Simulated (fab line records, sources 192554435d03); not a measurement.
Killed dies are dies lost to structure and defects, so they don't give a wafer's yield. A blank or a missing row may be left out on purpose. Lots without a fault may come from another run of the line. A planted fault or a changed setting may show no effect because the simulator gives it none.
Split-lot experiment | flow n5_finfet | 7 lots, 39 wafers read, on a route of 1938 steps

THE SPLIT
At N5_FIN_SAQP_HM_DEP_03 (deposits SiNx from SiH4/NH3/N2, target thk 38 nm, time 33.6 s), the setting target_thk_a was moved away from the recipe's 380 angstrom on 12 of the 39 wafers read, by -49.9% to +52.0%. The other wafers ran this setting at the recipe's value.

FROM THE SPLIT TO THE READING: what the file shows between them, 9 steps
- N5_FIN_SAQP_THK_MEAS_05
- N5_FIN_SAQP_PECVD_47: deposits a-Si from SiH4/He, target thk 45 nm, time 36.3 s
- N5_FIN_SAQP_PECVD_48: deposits SiNx from SiH4/NH3/N2, target thk 25 nm, time 22.1 s
- N5_FIN_SAQP_ETCH_57: etches SiNx in CH3F/O2, target depth 32.5 nm, time 46.4 s
- N5_FIN_SAQP_ETCH_65: etches SiO2 in CF4, target depth 4 nm, time 4.4 s
- N5_FIN_SAQP_MANDREL_ETCH_58: etches a-Si in HBr/Cl2, stops on SiNx, target depth 45 nm, bt time 10 s, time 27 s
- N5_FIN_SAQP_RECESS_63: chemistry HF/NH3, target SiO2, target depth 18 nm, afs cycles 3, sublimation time 60 s
- N5_FIN_SAQP_COAT_68: time 60 s, resist thk 100 nm
- N5_FIN_SAQP_MANDREL2_REMOVE_60: chemistry HBr/Cl2/O2, target a-Si, stops on SiNx, bt time 10 s

THE READING
etch.depth_nm (the simulator's own value, which no gauge read), in nm, at N5_FIN_SAQP_HM_OPEN_33 (chemistry CH3F/O2, target SiNx, target depth 49.4 nm, time 70.6 s). The file gives no usual value for it. The 27 wafers here that ran the recipe average 37.23 nm, standard deviation 0.54 nm.

wafer  | tool, chamber at the split | target_thk_a as run, angstrom | against the recipe | etch.depth_nm, nm | against lot-mates on the recipe
L083.1 | pecvd-02, 1                | 190.5                         | -49.9%             | 18.38             | -18.46
L083.2 | pecvd-02, 2                | 380                           | recipe             | 36.83             | -
L083.3 | pecvd-02, 0                | 380                           | recipe             | 36.61             | -
L083.4 | pecvd-02, 2                | 190.5                         | -49.9%             | 19.03             | -17.81
L083.5 | pecvd-02, 0                | 380                           | recipe             | 37.08             | -
L083.6 | pecvd-02, 1                | 190.5                         | -49.9%             | 18.33             | -18.51
L086.1 | pecvd-02, 1                | 577.5                         | +52.0%             | 56.75             | +19.76
L086.2 | pecvd-02, 0                | 380                           | recipe             | 36.16             | -
L086.3 | pecvd-02, 2                | 577.5                         | +52.0%             | 56.45             | +19.46
L086.4 | pecvd-02, 0                | 577.5                         | +52.0%             | 56.95             | +19.96
L086.5 | pecvd-02, 1                | 380                           | recipe             | 37.48             | -
L086.6 | pecvd-02, 2                | 380                           | recipe             | 37.34             | -
L088.1 | pecvd-02, 0                | 380                           | recipe             | 36.64             | -
L088.2 | pecvd-02, 1                | 380                           | recipe             | 37.43             | -
L088.3 | pecvd-02, 2                | 380                           | recipe             | 37.06             | -
L088.4 | pecvd-02, 1                | 245.3                         | -35.4%             | 24.66             | -12.38
L088.5 | pecvd-02, 0                | 245.3                         | -35.4%             | 23.59             | -13.45
L088.6 | pecvd-02, 2                | 245.3                         | -35.4%             | 24.13             | -12.91
L089.1 | pecvd-02, 2                | 380                           | recipe             | 37.26             | -
L089.2 | pecvd-02, 1                | 380                           | recipe             | 37.73             | -
L089.3 | pecvd-02, 0                | 380                           | recipe             | 36.53             | -
L089.4 | pecvd-02, 0                | 380                           | recipe             | 37.23             | -
L089.5 | pecvd-02, 1                | 380                           | recipe             | 38.38             | -
L089.6 | pecvd-02, 2                | 380                           | recipe             | 37.78             | -
L094.1 | pecvd-02, 2                | 380                           | recipe             | 36.95             | -
L094.2 | pecvd-02, 0                | 380                           | recipe             | 36.33             | -
L094.3 | pecvd-02, 1                | 380                           | recipe             | 37.41             | -
L094.4 | pecvd-02, 0,2              | 380                           | recipe             | 37.46             | -
L094.5 | pecvd-02, 1                | 380                           | recipe             | 38.32             | -
L094.6 | pecvd-02, 0,2              | 380                           | recipe             | 37.42             | -
L095.1 | pecvd-03, 1                | 380                           | recipe             | 37.19             | -
L095.2 | pecvd-03, 0                | 480.1                         | +26.3%             | 47.57             | +10.32
L095.3 | pecvd-03, 2                | 380                           | recipe             | 36.69             | -
L095.4 | pecvd-03, 0                | 480.1                         | +26.3%             | 48.1              | +10.85
L095.5 | pecvd-03, 1                | 480.1                         | +26.3%             | 48.07             | +10.82
L095.6 | pecvd-03, 2                | 380                           | recipe             | 37.88             | -
L097.2 | pecvd-04, 0                | 380                           | recipe             | 37.27             | -
L097.3 | pecvd-04, 2                | 380                           | recipe             | 37.08             | -
L097.6 | pecvd-04, 2                | 380                           | recipe             | 37.77             | -
Where a row lists several chambers, the file gives one row for several wafers and doesn't say which wafer went through which chamber.

THE FIT
A straight line over all 39 wafers: etch.depth_nm changes by +0.377 nm for each +1% of target_thk_a; r = +1.00; the points scatter about the line by 0.54 nm.
The same after taking each lot's own level away (the mean of its wafers on the recipe; 39 wafers): +0.375 nm for each +1%; r = +1.00; scatter 0.52 nm.
On that fit, the largest move of target_thk_a shifts the reading by 19 nm.
The lots' own levels span 36.840 to 37.485 nm, that is 1.2 times the standard deviation above.
So the lot-to-lot level changes the slope little: the two slopes agree.
Check: with one of the wafers moved furthest among these (+52.0%) left out of the fit, the line predicts +19.6 nm for it against its lot-mates. It came out at +19.8 nm against them.

THE WHOLE CHAIN: every reading that the file lists as answering this split, in the file's order
step                        | what it does                                                                       | reading                                                                            | change (the file's fit)               | r (the file's)
N5_FIN_SAQP_HM_DEP_03       | deposits SiNx from SiH4/NH3/N2, target thk 38 nm, time 33.6 s                      | SiNx_of_FIN_SAQP_HM_DEP_03.thk_nm (the simulator's own value, which no gauge read) | +0.375 nm for each +1% of the setting | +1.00
N5_FIN_SAQP_THK_MEAS_05     |                                                                                    | thk_nm                                                                             | withheld for each +1% of the setting  | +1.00
N5_FIN_SAQP_MANDREL_ETCH_58 | etches a-Si in HBr/Cl2, stops on SiNx, target depth 45 nm, bt time 10 s, time 27 s | SiNx_of_FIN_SAQP_HM_DEP_03.thk_nm (the simulator's own value, which no gauge read) | +0.374 nm for each +1% of the setting | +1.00
N5_FIN_SAQP_HM_OPEN_33      | chemistry CH3F/O2, target SiNx, target depth 49.4 nm, time 70.6 s                  | etch_rf_on_time_s                                                                  | withheld for each +1% of the setting  | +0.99
N5_FIN_SAQP_HM_OPEN_33      | chemistry CH3F/O2, target SiNx, target depth 49.4 nm, time 70.6 s                  | etch.depth_nm (the simulator's own value, which no gauge read)                     | +0.375 nm for each +1% of the setting | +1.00

THE FILE'S OWN FIT
etch.depth_nm changes by +0.375 nm for each +1% of target_thk_a, r = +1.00.
